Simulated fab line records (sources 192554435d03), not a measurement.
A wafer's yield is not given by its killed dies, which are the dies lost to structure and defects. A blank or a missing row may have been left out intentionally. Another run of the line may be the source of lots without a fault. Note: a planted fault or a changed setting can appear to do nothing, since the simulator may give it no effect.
Which tool did it? | flow n5_finfet | 12 lots, 36 wafers sampled, at 3 steps of a route of 1938

## WHAT THE GAUGES SHOWED, per wafer
N5_BEOL_M4_CD_MEAS_28: target cd 26.2 nm, target cd y 24.1 nm.
lot  | measured     | on        | cd_nm (nm)
L075 | day 7 19:27  | cd_sem-02 | 25.92 25.86 26.11
L076 | day 8 14:34  | cd_sem-02 | 25.76 26.16 26.08
L079 | day 9 16:08  | cd_sem-03 | 26.38 25.96 26.54
L081 | day 9 22:17  | cd_sem-01 | 26.25 25.97 25.99
L085 | day 10 04:20 | cd_sem-02 | 25.83 26.07 25.72
L084 | day 10 14:52 | cd_sem-01 | 26.09 25.76 25.94
L086 | day 10 18:17 | cd_sem-01 | 26.20 26.14 26.15
L089 | day 11 15:07 | cd_sem-03 | 26.41 26.01 26.62
L092 | day 12 06:13 | cd_sem-01 | 26.51 26.47 26.51
L091 | day 12 11:23 | cd_sem-02 | 26.31 26.15 26.17
L095 | day 13 02:31 | cd_sem-02 | 26.70 26.22 26.36
L096 | day 13 19:33 | cd_sem-02 | 26.24 26.20 26.04

## EACH LOT AND THE TOOL THAT RAN IT (in order: tool; ch and the chambers of the sampled wafers; start)
lot  | N5_BEOL_M4_HM_DEP_02         | N5_BEOL_M4_ETCH_64
L075 | pvd_sputter-03, day 7 18:11  | rie_diel-03 ch 0,2,3, day 7 18:46
L076 | pvd_sputter-01, day 8 13:16  | rie_diel-02 ch 1,3, day 8 13:52
L079 | pvd_sputter-03, day 9 14:43  | rie_diel-06 ch 1,2,3, day 9 15:24
L081 | pvd_sputter-03, day 9 20:48  | rie_diel-06 ch 0,1, day 9 21:35
L085 | pvd_sputter-02, day 10 02:39 | rie_diel-03 ch 1,3, day 10 03:35
L084 | pvd_sputter-03, day 10 13:28 | rie_diel-06 ch 0,1,2, day 10 14:04
L086 | pvd_sputter-02, day 10 16:55 | rie_diel-03 ch 0,2, day 10 17:31
L089 | pvd_sputter-01, day 11 13:45 | rie_diel-03 ch 1,2, day 11 14:22
L092 | pvd_sputter-01, day 12 04:23 | rie_diel-06 ch 0,1,2, day 12 05:22
L091 | pvd_sputter-02, day 12 09:55 | rie_diel-06 ch 0,2,3, day 12 10:37
L095 | pvd_sputter-03, day 13 01:14 | rie_diel-02 ch 0,1,2, day 13 01:50
L096 | pvd_sputter-01, day 13 17:50 | rie_diel-06 ch 0,2,3, day 13 18:35
- N5_BEOL_M4_HM_DEP_02: deposits TiN, target thk 20 nm.
- N5_BEOL_M4_ETCH_64: etches SOC in N2/H2, target depth 75 nm, overetch 22.5 nm, time 121.9 s.

## THE ANSWER, worked out from the rows above alone
Rule: usual is defined by the lots themselves. The widest of any qualifying gaps counts: lots, ordered by their means at a reading, are off when they make up no more than a third of the lots, leave a main group of 4 or more, and stand apart from it by 3 or more times the standard deviation of that group's means. Not used: any main group whose means are identical at the precision the tables above print for the reading. Also off: a lot with no number at a reading for which 4 or more lots have one. The other lots that the step has rows for count as sound.
Nothing can be told from this: no lot is off at any reading shown.

## WHAT HAD BEEN PUT IN BY THE SIMULATOR
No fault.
